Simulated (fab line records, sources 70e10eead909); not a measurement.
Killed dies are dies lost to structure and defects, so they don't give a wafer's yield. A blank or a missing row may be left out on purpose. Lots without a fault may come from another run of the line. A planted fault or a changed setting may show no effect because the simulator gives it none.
Which tool did it? | flow nand_harc | 12 lots, 36 wafers sampled, at 1 step of a route of 1302

WHAT THE GAUGES READ, wafer by wafer
NHARC_P_M0_INSPECT_11.
lot  | measured     | on                | raw_defect_count
L074 | day 6 06:14  | defect_inspect-02 | 4 2 5
L077 | day 7 05:13  | defect_inspect-02 | 6 6 4
L079 | day 8 03:17  | defect_inspect-01 | 8 4 3
L081 | day 8 20:19  | defect_inspect-02 | 7 6 1
L083 | day 9 16:20  | defect_inspect-01 | 5 2 2
L085 | day 10 14:23 | defect_inspect-01 | 4 6 10
L086 | day 11 11:29 | defect_inspect-01 | 5 2 3
L089 | day 12 01:22 | defect_inspect-01 | 1 4 1
L091 | day 12 23:48 | defect_inspect-01 | 3 4 4
L093 | day 13 19:53 | defect_inspect-02 | 4 10 9
L095 | day 14 15:13 | defect_inspect-01 | 7 4 5
L097 | day 15 13:13 | defect_inspect-01 | 2 5 3

WHICH TOOL RAN EACH LOT (tool, then ch and the chambers of the sampled wafers, then the start)
The record holds no process step before these readings.

THE ANSWER, worked out from the rows above alone
Rule: what is usual is taken from the lots themselves. Put in order of their means at a reading, lots are off if they are a third of the lots or fewer, leave a main group of 4 or more, and stand apart from it by a gap of 3 or more times the standard deviation of the main group's means; of several such gaps the widest counts. A main group whose means are all the same, to the digits that the tables above print for the reading, isn't used. A lot without any number at a reading at which 4 lots or more have one is off too. The other lots that the step has rows for count as sound.
No lot is off at any reading shown: from this, nothing can be told.

WHAT THE SIMULATOR HAD PUT IN
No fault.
